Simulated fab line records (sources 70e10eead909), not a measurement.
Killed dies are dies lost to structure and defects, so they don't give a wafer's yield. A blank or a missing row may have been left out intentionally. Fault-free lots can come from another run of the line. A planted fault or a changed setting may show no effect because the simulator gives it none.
fab line records | flow nand-harc
[record] lots = 5 wafers = 15 last-day = 31
route steps=1302 shown P_BONDPAD@365 A_START@389 A_ZERO_WELL@390 END@1302
lots with no fault: from the same line, run without faults
start-h: start of the lot's first displayed wafer, in hours after the record's first day | wait-h: hours from the lot's prior step to this one | " the same as in the row above | L1.1+2: one row covering several wafers at once | - no value, or no start given | * or withheld: withheld | < > ~ a bound
route shown NAME@n: a module of which the file shows steps, and the number in the route of the first | usual: mean and standard deviation over wafers with no fault | same: alike in all rows | chamber/n: place in a boat | sites: the reading at each site | _std_site: how widely they spread, as a standard deviation | _edge_site: inner sites' mean taken away from outer sites' mean | radius-mm: how far each site lies from the wafer's centre | mask NAME#n: copy n | behind: the most recent tool/chamber to have shaped the wafer | hold: the reason the lot was held/the length of the hold in hours/how it ended | device: which transistor (n, p or np) failed to switch | end of line: at the end of the route, the tests of the same wafers | a step without rows: its recipe alone | killed: dies lost to structure and defects at the first sort, not the wafer's yield | map: a wafer's dies, marking killed ones x, the rest . and places with no die _
set.NAME: setting as actually run; set.NAME@STEP: the setting as run at that earlier step | model.NAME: the simulator's own value behind a step, which no gauge read
lots seen at some steps along the route; tables by step, rows by wafer
services: a tool's chamber out of use, with start hour (start-h, from the record's first day; less than 0 if before it), hours out, and reason
[[steps]]
[step NHARC_P_BONDPAD_OVL_MEAS_38]
[usual] overlay-x-nm = 0/5.4 overlay-y-nm = 0/4.9
// columns lot.wafer tool chamber start-h wait-h overlay-x-nm overlay-y-nm
L650.2 overlay-02 - 185.35 - -1 -2
L650.4 " - " " -1 -1
L650.5 " - " " 0 -1
L651.1 overlay-02 - 197.21 - -1 -1
L651.4 " - " " -1 -1
L651.6 " - " " -2 -1
L654.1 overlay-01 - 230.31 - 1 -5
L654.3 " - " " 1 -5
L654.4 " - " " 1 -4
L662.4 overlay-01 - 301.62 - -10 -1
L662.5 " - " " -10 -1
L662.6 " - " " -9 -1
L665.4 overlay-02 - 328.92 - 2 0
L665.5 " - " " 3 0
L665.6 " - " " 2 1
[step NHARC_P_BONDPAD_HARDBAKE_10]
[recipe] temp-c = 118 time-s = 65
[step NHARC_P_BONDPAD_DESCUM_11]
[recipe] time-s = 3 o2-flow-sccm = 200 ar-flow-sccm = 0 bias-power-w = 0 chemistry = O2
[step NHARC_P_BONDPAD_ETCH_37]
[recipe] target-depth-a = 600 overetch-a = 180 time-s = 65.91 ion-energy-ev = 200 n2-flow-sccm = 150 h2-flow-sccm = 150 ar-flow-sccm = 0 rf-w = 400 bias-w = 150 chemistry = N2/H2
[step NHARC_P_BONDPAD_ETCH_12]
[recipe] target-depth-a = 2000 time-s = 100 chf3-flow-sccm = 50 o2-flow-sccm = 10 ar-flow-sccm = 200 rf-w = 500 bias-w = 200 chemistry = CHF3/O2
[step NHARC_P_BONDPAD_CD_MEAS_13]
[usual] cd-nm = 499.8/2.2
// columns lot.wafer tool chamber start-h wait-h cd-nm
L650.2 cd-sem-01 - 185.81 - 503.5
L650.4 " - " " 501.5
L650.5 " - " " 501.0
L651.1 cd-sem-01 - 197.64 - 501.4
L651.4 " - " " 500.3
L651.6 " - " " 498.1
L654.1 cd-sem-03 - 230.75 - 496.3
L654.3 " - " " 497.2
L654.4 " - " " 498.9
L662.4 cd-sem-03 - 302.07 - 501.1
L662.5 " - " " 503.2
L662.6 " - " " 498.2
L665.4 cd-sem-02 - 329.37 - 503.1
L665.5 " - " " 502.6
L665.6 " - " " 503.6
[step NHARC_P_BONDPAD_STRIP_15]
[recipe] o2-flow-sccm = 500 ar-flow-sccm = 0 bias-w = 0 chemistry = O2
[usual] drypump-motor-current-A = 5.5/0.34 mfc-ar-sccm = 0.008/0.013 oes-product-au = 0.998/0.0091 rf-vpp-V = 57.9/0.88 showerhead-plenum-p-Torr = 3.57/0.15 throttle-valve-pct = 17.038/0.0078
// columns lot.wafer tool chamber start-h wait-h drypump-motor-current-A mfc-ar-sccm oes-product-au rf-hours-counter-h rf-vpp-V showerhead-plenum-p-Torr throttle-valve-pct
L650.4 rie-diel-10 2 185.92 0.1 5.5 0.040 1.006 6.4 58.8 3.49 17.050
L650.2 " 3 " " 5.7 0 1.008 5.7 57.6 3.42 17.039
L650.5 " 0 " " 5.9 0.005 0.991 - 57.8 3.67 17.042
L651.4 rie-diel-10 2 197.75 0.1 5.5 0.040 1.020 7.7 58.6 3.49 17.036
L651.1 " 3 " " 5.7 0 1.013 6.5 57.6 3.42 17.037
L651.6 " 0 " " 5.9 0.005 1.004 - 57.8 3.67 17.038
L654.1 rie-diel-13 3 230.83 0.1 5.8 0.020 1.001 1.4 58.4 3.77 17.042
L654.3 " 0 " " 5.1 0 0.997 1.2 57.3 3.55 17.038
L654.4 " 1 " " 5.4 0 0.997 1.2 58.4 3.79 17.039
L662.4 rie-diel-10 0 302.15 0.1 5.9 0.005 0.997 1.5 58.7 3.67 17.035
L662.5 " 3 " " 5.7 0 1.004 - 58.3 3.42 17.048
L662.6 " 0 " " 5.9 0.005 1.011 - 57.6 3.67 17.045
L665.5 rie-diel-13 0 329.50 0.1 5.1 0 0.990 - 58.5 3.55 17.026
L665.4 " 1 " " 5.4 0 0.988 - 60.1 3.79 17.046
L665.6 " 2 " " 5.7 0 1.001 - 57.7 3.33 17.037
[step NHARC_P_BONDPAD_ETCH_24]
[recipe] target-depth-a = 300 over-etch-frac = 0.3 time-s = 72.99 ion-energy-ev = 150 cf4-flow-sccm = 50 n2-flow-sccm = 100 ar-flow-sccm = 150 rf-w = 300 bias-w = 100 chemistry = CF4/N2
[step NHARC_P_BONDPAD_STRIP_16]
[recipe] time-s = 600 temp-c = 30 chemistry = post-etch-residue-remover
[step NHARC_P_BONDPAD_DEGAS_25]
[recipe] temp-c = 300 time-s = 60
[step NHARC_P_BONDPAD_PRE_CLEAN_26]
[recipe] time-s = 30 temp-c = 280 gas = H2/He
[usual] heater-power-w = 453/44
// columns lot.wafer tool chamber start-h wait-h heater-power-w
L650.4 pvd-sputter-01 - - - 442
L650.2 " - " " 438
L650.5 " - " " 466
L651.1 pvd-sputter-03 - - - 422
L651.4 " - " " 412
L651.6 " - " " 419
L654.3 pvd-sputter-02 - - - 472
L654.1 " - " " 452
L654.4 " - " " 426
L662.4 pvd-sputter-01 - - - 456
L662.5 " - " " 457
L662.6 " - " " 457
L665.4 pvd-sputter-02 - - - 458
L665.5 " - " " 435
L665.6 " - " " 455
[step NHARC_P_BONDPAD_PVD_17]
[recipe] target-thk-a = 50 bias-v = 168.6 power-w = 15000 chamber-pressure-pa = 0.12 time-s = 8.06 substrate-temp-c = 50 material = TaN
[step NHARC_P_BONDPAD_PVD_27]
[recipe] target-thk-a = 300 chamber-pressure-pa = 5 power-w = 5000 substrate-temp-c = 30 time-s = 20.49 material = Cu
[usual] throttle-valve-pct = 29.9/0.93
// columns lot.wafer tool chamber start-h wait-h throttle-valve-pct
L650.2 pvd-sputter-01 - 186.66 - 29.7
L650.4 " - " " 29.5
L650.5 " - " " 29.7
L651.4 pvd-sputter-03 - 198.50 - 28.6
L651.1 " - " " 30.8
L651.6 " - " " 28.6
L654.4 pvd-sputter-02 - 231.61 - 30.0
L654.3 " - " " 29.8
L654.1 " - " " 31.7
L662.4 pvd-sputter-01 - 302.93 - 29.7
L662.5 " - " " 30.2
L662.6 " - " " 29.6
L665.4 pvd-sputter-02 - 330.28 - 28.9
L665.6 " - " " 31.5
L665.5 " - " " 29.1
[step NHARC_P_BONDPAD_ECD_18]
[recipe] target-thk-a = 4000 bath-temp-c = 25 material = Cu
[step NHARC_P_BONDPAD_ANNEAL_28]
[recipe] temp-c = 225 time-s = 90
[usual] wafer_temp_C_max = 226.05/0.27
// columns lot.wafer tool chamber start-h wait-h wafer_temp_C_max
L650.2 rtp-anneal-02 0 187.23 0.3 226.04
L650.4 " 0 " " 226.13
L650.5 " 0 " " 225.86
L651.1 rtp-anneal-02 0 199.28 0.3 226.03
L651.4 " 0 " " 225.89
L651.6 " 0 " " 225.77
L654.1 rtp-anneal-01 0 232.12 0.3 226.11
L654.3 " 0 " " 226.54
L654.4 " 0 " " 226.55
L662.4 rtp-anneal-02 0 303.58 - 226.61
L662.5 " 0 " " 226.10
L662.6 " 0 " " 226.21
L665.4 rtp-anneal-01 0 330.92 - 226.23
L665.5 " 0 " " 226.62
L665.6 " 0 " " 225.98
[step NHARC_P_BONDPAD_CMP_19]
[recipe] t-overpolish-s = 30 cu-recess-touch-s = 16 target-thk-nm = 160.81
[step NHARC_P_BONDPAD_SRD_21]
[recipe] time-s = 30 temp-c = 23 dry-time-s = 20 spin-rpm = 1500
[step NHARC_P_BONDPAD_INSPECT_23]
[usual] raw-defect-count = 359/120
// columns lot.wafer tool chamber start-h wait-h raw-defect-count
L650.2 defect-inspect-01 - 188.07 0.0 264
L650.4 " - " " 239
L650.5 " - " " 226
L651.1 defect-inspect-01 - 200.21 0.0 324
L651.4 " - " " 341
L651.6 " - " " 244
L654.1 defect-inspect-02 - 233.01 0.0 392
L654.3 " - " " 266
L654.4 " - " " 273
L662.4 defect-inspect-01 - 304.32 0.0 291
L662.5 " - " " 292
L662.6 " - " " 347
L665.4 defect-inspect-01 - 331.64 0.0 312
L665.5 " - " " 326
L665.6 " - " " 385
[step NHARC_P_BONDPAD_ACTIVATE_29]
[recipe] time-s = 60 n2-flow-sccm = 200 ar-flow-sccm = 0 bias-power-w = 0 chemistry = N2
[step NHARC_P_BONDPAD_PRECLEAN_30]
[recipe] time-s = 300 temp-c = 23 chemistry = DIW
[step NHARC_P_BONDPAD_SRD_31]
[recipe] time-s = 30 temp-c = 23 dry-time-s = 20 spin-rpm = 1500
[step NHARC_A_START_INSPECT_01]
[usual] raw-defect-count = 3.2/2
// columns lot.wafer tool chamber start-h wait-h raw-defect-count
L650.2 defect-inspect-02 - 188.54 - 4
L650.4 " - " " 2
L650.5 " - " " 3
L651.1 defect-inspect-02 - 200.67 - 5
L651.4 " - " " 3
L651.6 " - " " 1
L654.1 defect-inspect-01 - 233.49 - 4
L654.3 " - " " 2
L654.4 " - " " 3
L662.5 defect-inspect-02 - 304.79 - 6
L665.4 defect-inspect-02 - 332.13 - 1
L665.5 " - " " 1
L665.6 " - " " 0
[step NHARC_A_ZERO_WELL_PRECLEAN_00]
[recipe] time-s = 600 temp-c = 120 chemistry = SPM
[step NHARC_A_ZERO_WELL_SRD_01]
[step NHARC_A_ZERO_WELL_DEHYDRATE_02]
[recipe] temp-c = 150 time-s = 120
[step NHARC_A_ZERO_WELL_HMDS_03]
[recipe] time-s = 30
[step NHARC_A_ZERO_WELL_COAT_18]
[recipe] temp-c = 200 time-s = 65
[step NHARC_A_ZERO_WELL_COAT_04]
[recipe] spin-rpm = 2000 resist-thk-nm = 600
[step NHARC_A_ZERO_WELL_SOFTBAKE_05]
[recipe] temp-c = 125 time-s = 70
[step NHARC_A_ZERO_WELL_EBR_06]
[step NHARC_A_ZERO_WELL_EXPOSE_07]
[recipe] na = 0.55 dose-mj = 33.85 mask-id = A_ZERO
[step NHARC_A_ZERO_WELL_PEB_08]
[recipe] peb-temp-c = 128 peb-time-s = 80
[step NHARC_A_ZERO_WELL_DEVELOP_09]
[recipe] time-s = 50 dev-temp-c = 22
[step NHARC_A_ZERO_WELL_CD_MEAS_10]
[recipe] target-cd-nm = 2000 landing-energy-ev = 500
[usual] cd-nm = 1999.8/2
// columns lot.wafer tool chamber start-h wait-h cd-nm
L650.2 cd-sem-01 0 189.25 - 2000.4
L650.4 " 0 " " 2000.3
L650.5 " 0 " " 2000.8
L651.1 cd-sem-03 0 201.51 - 1999.1
L651.4 " 0 " " 1998.6
L651.6 " 0 " " 1999.7
L654.1 cd-sem-01 0 234.21 - 1997.2
L654.3 " 0 " " 1998.5
L654.4 " 0 " " 1995.7
L662.5 cd-sem-03 0 305.51 - 1997.0
L665.4 cd-sem-02 0 332.85 - 2001.0
L665.5 " 0 " " 1999.6
L665.6 " 0 " " 1999.9
[step NHARC_A_ZERO_WELL_HARDBAKE_11]
[recipe] temp-c = 118 time-s = 65
[step NHARC_A_ZERO_WELL_DESCUM_12]
[recipe] time-s = 3 o2-flow-sccm = 200 ar-flow-sccm = 0 bias-power-w = 0 chemistry = O2
[step NHARC_A_ZERO_WELL_ETCH_19]
[recipe] target-depth-a = 800 overetch-a = 240 time-s = 87.88 ion-energy-ev = 200 n2-flow-sccm = 150 h2-flow-sccm = 150 ar-flow-sccm = 0 rf-w = 400 bias-w = 150 chemistry = N2/H2
[usual] drypump-motor-current-A = 5.98/0.26 mfc-ar-sccm = 0.003/0.006 oes-product-au = 1.006/0.011 rf-vpp-V = 429.8/3 showerhead-plenum-p-Torr = 2.02/0.098 throttle-valve-pct = 14.171/0.0086
// columns lot.wafer tool chamber start-h wait-h drypump-motor-current-A mfc-ar-sccm oes-product-au rf-hours-counter-h rf-vpp-V showerhead-plenum-p-Torr throttle-valve-pct
L650.4 rie-diel-09 2 189.49 0.1 6.12 0 0.999 1 427.4 1.97 14.166
L650.2 " 1 " " 6.21 0 1.010 1 432.1 2.07 14.170
L650.5 " 3 " " 5.49 0 1.024 - 425.9 1.90 14.164
L651.4 rie-diel-07 0 201.75 0.1 6.14 0 1.003 13 433.1 2.15 14.172
L651.1 " 1 " " 5.90 0.008 0.982 8 433.7 2.15 14.171
L651.6 " 0 " " 6.12 0 0.993 - 434.9 2.15 14.162
L654.1 rie-diel-07 2 234.46 0.1 6.04 0 1.004 18 426.4 1.88 14.175
L654.4 " 3 " " 6.26 0.021 0.992 19 432.0 2.11 14.168
L654.3 " 1 " " 5.93 0.008 1.003 15 434.1 2.14 14.157
L662.5 rie-diel-07 0 305.77 0.1 6.19 0 0.993 - 433.5 2.14 14.177
L665.4 rie-diel-09 2 333.08 0.1 6.09 0 0.995 0 428.1 1.97 14.173
L665.5 " 2 " " 6.11 0 0.990 - 428.0 1.97 14.185
L665.6 " 3 " " 5.49 0 1.009 - 427.3 1.90 14.154
[step NHARC_A_ZERO_WELL_ETCH_13]
[recipe] target-depth-a = 1200 time-s = 40.1 hbr-flow-sccm = 150 cl2-flow-sccm = 50 rf-w = 400 icp-w = 400 bias-w = 100 chemistry = HBr/Cl2
[usual] drypump-motor-current-A = 5.68/0.24 oes-product-au = 1.001/0.009 throttle-valve-pct = 26.405/0.0094
// columns lot.wafer tool chamber start-h wait-h drypump-motor-current-A oes-product-au rf-hours-counter-h throttle-valve-pct
L650.2 rie-si-04 3 189.61 - 5.37 1.013 0.1 26.384
L650.4 " 2 " " 5.98 1.003 0.1 26.396
L650.5 " 3 " " 5.38 0.986 - 26.404
L651.4 rie-si-04 0 201.88 - 5.50 0.997 0.2 26.411
L651.1 " 1 " " 6.08 0.999 0.2 26.398
L651.6 " 0 " " 5.50 1.008 - 26.397
L654.3 rie-si-01 0 234.57 - 5.78 1.020 0.2 26.386
L654.1 " 1 " " 5.92 1.008 0.2 26.412
L654.4 " 3 " " 5.23 0.993 0.1 26.402
L662.5 rie-si-06 3 305.92 - 5.81 0.989 - 26.391
L665.5 rie-si-06 0 333.25 - 5.58 1.011 - 26.406
L665.6 " 2 " " 5.83 0.996 - 26.404
L665.4 " 3 " " 5.76 0.996 - 26.404
[step NHARC_A_ZERO_WELL_STRIP_14]
[recipe] time-s = 900 temp-c = 130 chemistry = SPM
[step NHARC_END_SORT_01]
[recipe] temp-c = 25
[usual] defect-limited-yield = 89.8/2.4 killed-at-array = 64/16 killed-at-other = 1.0/1.1 killed-at-periphery = 3.5/2.3 killed-dies = 69/17 killed-open = 3.2/1.6 killed-short = 2.4/1.6
[same] gross-dies = 677
// columns lot.wafer tool chamber start-h wait-h defect-limited-yield[%] killed-at-array killed-at-other killed-at-periphery killed-dies killed-open killed-short
L650.2 prober-02 0 602.11 2.8 87.9 79 1 2 82 2 1
L650.4 prober-02 0 603.71 3.4 88.5 75 2 1 78 5 1
L650.5 prober-02 0 604.51 3.7 88.8 71 1 4 76 4 1
L651.1 prober-01 0 621.07 2.5 88.0 78 1 2 81 3 2
L651.4 prober-01 0 623.50 3.4 86.4 90 1 1 92 1 1
L651.6 prober-01 0 625.12 4.0 88.8 75 0 1 76 2 1
L654.1 prober-01 0 651.40 2.5 89.7 62 4 4 70 1 4
L654.3 prober-01 0 653.00 3.1 91.6 48 6 3 57 3 4
L654.4 prober-01 0 653.80 3.4 91.4 49 2 7 58 3 2
L662.4 prober-01 0 713.69 3.4 0 91 0 586 677 3 1
L662.6 prober-01 0 715.28 4.0 0 88 0 589 677 3 4
// killed by level:class
L650.2 A_CHANNEL_HOLE_D1:chamber-film-flake=33 A_SLIT:chamber-film-flake=27 A_CHANNEL_HOLE_D2:chamber-film-flake=10 A_STAIRCASE:chamber-film-flake=4 P_STI:geometric-particle:open=1 A_CHANNEL_FILL_D1:geometric-particle:open=1 A_M0:geometric-particle:short=1 P_STI:chamber-film-flake=1
L650.4 A_CHANNEL_HOLE_D1:chamber-film-flake=27 A_SLIT:chamber-film-flake=25 A_CHANNEL_HOLE_D2:chamber-film-flake=9 A_CONTACT:chamber-film-flake=4 A_ZERO_WELL:chamber-film-flake=2 THIN_TSV:chamber-film-flake=2 A_SOURCE_PLATE:geometric-particle:short=1 A_ONON_D1:geometric-particle:open=1
L650.5 A_CHANNEL_HOLE_D1:chamber-film-flake=29 A_SLIT:chamber-film-flake=22 A_CHANNEL_HOLE_D2:chamber-film-flake=10 A_STAIRCASE:chamber-film-flake=3 A_CONTACT:chamber-film-flake=2 A_M0:chamber-film-flake=2 P_GATE:geometric-particle:open=1 P_CONTACT:geometric-particle:open=1
L651.1 A_CHANNEL_HOLE_D2:chamber-film-flake=39 A_SLIT:chamber-film-flake=22 A_CHANNEL_HOLE_D1:chamber-film-flake=6 A_STAIRCASE:chamber-film-flake=4 A_CONTACT:chamber-film-flake=4 P_CONTACT:geometric-particle:open=1 A_SOURCE_PLATE:geometric-particle:short=1 A_WL_FILL:geometric-particle:short=1
L651.4 A_CHANNEL_HOLE_D2:chamber-film-flake=39 A_SLIT:chamber-film-flake=34 A_CHANNEL_HOLE_D1:chamber-film-flake=6 A_STAIRCASE:chamber-film-flake=6 A_CHANNEL_FILL_D1:chamber-film-flake=2 A_CONTACT:chamber-film-flake=2 P_CONTACT:geometric-particle:short=1 A_CHANNEL_FILL_D1:geometric-particle:open=1
L651.6 A_SLIT:chamber-film-flake=32 A_CHANNEL_HOLE_D2:chamber-film-flake=30 A_CHANNEL_HOLE_D1:chamber-film-flake=6 A_CHANNEL_FILL_D1:chamber-film-flake=2 A_ONON_D1:geometric-particle:open=1 A_DECK1_JOINT:geometric-particle:short=1 A_M0:geometric-particle:open=1 P_STI:chamber-film-flake=1
L654.1 A_SLIT:chamber-film-flake=37 A_CHANNEL_HOLE_D2:chamber-film-flake=8 A_CHANNEL_HOLE_D1:chamber-film-flake=5 A_CONTACT:chamber-film-flake=4 THIN_TSV:chamber-film-flake=4 A_CHANNEL_FILL_D1:chamber-film-flake=3 P_ZERO_WELL:chamber-film-flake=2 P_M2:chamber-film-flake=2
L654.3 A_SLIT:chamber-film-flake=29 A_CHANNEL_HOLE_D2:chamber-film-flake=7 THIN_TSV:chamber-film-flake=6 P_M2:chamber-film-flake=3 A_CHANNEL_HOLE_D2:geometric-particle:open=2 A_CHANNEL_FILL_D2:geometric-particle:short=2 A_ONON_D2:geometric-particle:open=1 A_SGD_CUT:geometric-particle:short=1
L654.4 A_SLIT:chamber-film-flake=28 A_CHANNEL_HOLE_D2:chamber-film-flake=7 P_M2:chamber-film-flake=4 A_CONTACT:chamber-film-flake=4 A_CHANNEL_HOLE_D1:chamber-film-flake=2 A_CHANNEL_FILL_D1:chamber-film-flake=2 A_STAIRCASE:chamber-film-flake=2 THIN_TSV:chamber-film-flake=2
L662.4 P_BONDPAD:area-pvd=586 A_CHANNEL_HOLE_D1:chamber-film-flake=32 A_SLIT:chamber-film-flake=28 A_CONTACT:chamber-film-flake=9 A_CHANNEL_HOLE_D2:chamber-film-flake=8 A_STAIRCASE:chamber-film-flake=3 A_M0:geometric-particle:open=2 A_CHANNEL_FILL_D1:chamber-film-flake=2
L662.6 P_BONDPAD:area-pvd=586 A_CHANNEL_HOLE_D1:chamber-film-flake=32 A_SLIT:chamber-film-flake=28 A_CONTACT:chamber-film-flake=11 A_CHANNEL_HOLE_D2:chamber-film-flake=4 P_M2:chamber-film-flake=3 A_ZERO_WELL:chamber-film-flake=3 A_ONON_D1:geometric-particle:short=1
// map L662.4 (x killed, . not)
____________x____________
_________xxxxxxx_________
_______xxxxxxxxxxx_______
______xxxxxxxxxxxxx______
_____xxxxxxxxxxxxxxx_____
____xxxxxxxxxxxxxxxxx____
____xxxxxxxxxxxxxxxxx____
___xxxxxxxxxxxxxxxxxxx___
___xxxxxxxxxxxxxxxxxxx___
__xxxxxxxxxxxxxxxxxxxxx__
__xxxxxxxxxxxxxxxxxxxxx__
_xxxxxxxxxxxxxxxxxxxxxxx_
_xxxxxxxxxxxxxxxxxxxxxxx_
_xxxxxxxxxxxxxxxxxxxxxxx_
_xxxxxxxxxxxxxxxxxxxxxxx_
_xxxxxxxxxxxxxxxxxxxxxxx_
xxxxxxxxxxxxxxxxxxxxxxxxx
xxxxxxxxxxxxxxxxxxxxxxxxx
xxxxxxxxxxxxxxxxxxxxxxxxx
xxxxxxxxxxxxxxxxxxxxxxxxx
xxxxxxxxxxxxxxxxxxxxxxxxx
_xxxxxxxxxxxxxxxxxxxxxxx_
_xxxxxxxxxxxxxxxxxxxxxxx_
_xxxxxxxxxxxxxxxxxxxxxxx_
_xxxxxxxxxxxxxxxxxxxxxxx_
_xxxxxxxxxxxxxxxxxxxxxxx_
__xxxxxxxxxxxxxxxxxxxxx__
__xxxxxxxxxxxxxxxxxxxxx__
___xxxxxxxxxxxxxxxxxxx___
___xxxxxxxxxxxxxxxxxxx___
____xxxxxxxxxxxxxxxxx____
____xxxxxxxxxxxxxxxxx____
_____xxxxxxxxxxxxxxx_____
______xxxxxxxxxxxxx______
_______xxxxxxxxxxx_______
_________xxxxxxx_________
____________x____________
// map L650.2 (x killed, . not)
____________.____________
_________......._________
_______..........._______
______.............______
_____..............._____
____.................____
____......x..........____
___...................___
___...................___
__.............x.....x.__
__.................x.x.__
_................x..xxxx_
_.x..................x.._
_......................._
_......................._
_....................x.._
............x......x..x..
.......x....x..x.........
.............xx...xx.....
............x...x.xxx.x..
............x.x..xxxxx...
_........x..x.xx..xxxx.._
_...........x.xx..xxxxx._
_...........x.xxxxxxx.x._
_...........xxxx..xx...._
_...........x.xx.xx....._
__.........x.x...xxx...__
__...........x..x......__
___...........x..x....___
___...................___
____............x....____
____.................____
_____..............._____
______.............______
_______..........._______
_________......._________
____________.____________
[[services]]
// columns tool chamber start-h hours kind
rie-diel-07 - 162.56 0.9 repair
rie-diel-13 - 165.00 9.0 pm
rie-si-04 - 165.00 9.0 pm
rie-diel-09 3 168.87 7.5 repair
pvd-sputter-03 - 170.04 10.0 pm
rie-diel-07 1 179.28 12.6 repair
pvd-sputter-03 - 181.29 1.3 repair
rie-diel-13 0 185.63 3.0 repair
pvd-sputter-01 - 187.57 3.2 repair
rie-diel-07 2 213.35 5.8 repair
pvd-sputter-01 - 226.00 10.0 pm
rie-diel-13 - 233.71 4.9 repair
pvd-sputter-02 - 239.40 1.9 repair
rie-diel-10 - 242.50 9.0 pm
pvd-sputter-02 - 243.30 18.0 repair
rie-diel-09 2 262.99 5.5 repair
rie-diel-10 0 263.36 3.4 repair
rie-diel-09 0 264.14 5.4 repair
rie-diel-10 3 264.92 4.9 repair
pvd-sputter-02 - 282.00 10.0 pm
rie-si-04 0 288.88 2.2 repair
rie-diel-07 - 294.20 9.0 pm
rie-si-04 1 297.40 9.8 repair
pvd-sputter-01 - 297.65 1.4 repair
[[key]]
[first-sign] step = NHARC_END_SORT_01 reading = killed-at-periphery direction = up sigmas = 99+ usual = 3.5 struck = 587.5
[effect] step = NHARC_END_SORT_01 reading = defect-limited-yield direction = down sigmas = 37 usual = 89.8 struck = 0
[more-kills-born-at] NHARC_P_BONDPAD_PVD_27@pvd-sputter-01 = 1172
met-at NHARC_P_BONDPAD_PVD_27
struck-wafers L662.4,L662.6
later-rows-left-out L662.4,L662.6
onset-between 186.66 302.93
[fault] kind = process-parameter-drift tool = pvd-sputter-01 chamber = - onset-h = 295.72 steps = NHARC_P_BONDPAD_PVD_27 channel = target-thk-a offset = * shape = step end-h = 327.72 acts-in = * stated = * scope = struck-wafers-only
// later-rows-left-out: the simulator's readings of these wafers behind a module that went badly wrong aren't trusted and aren't shown, but for the sort
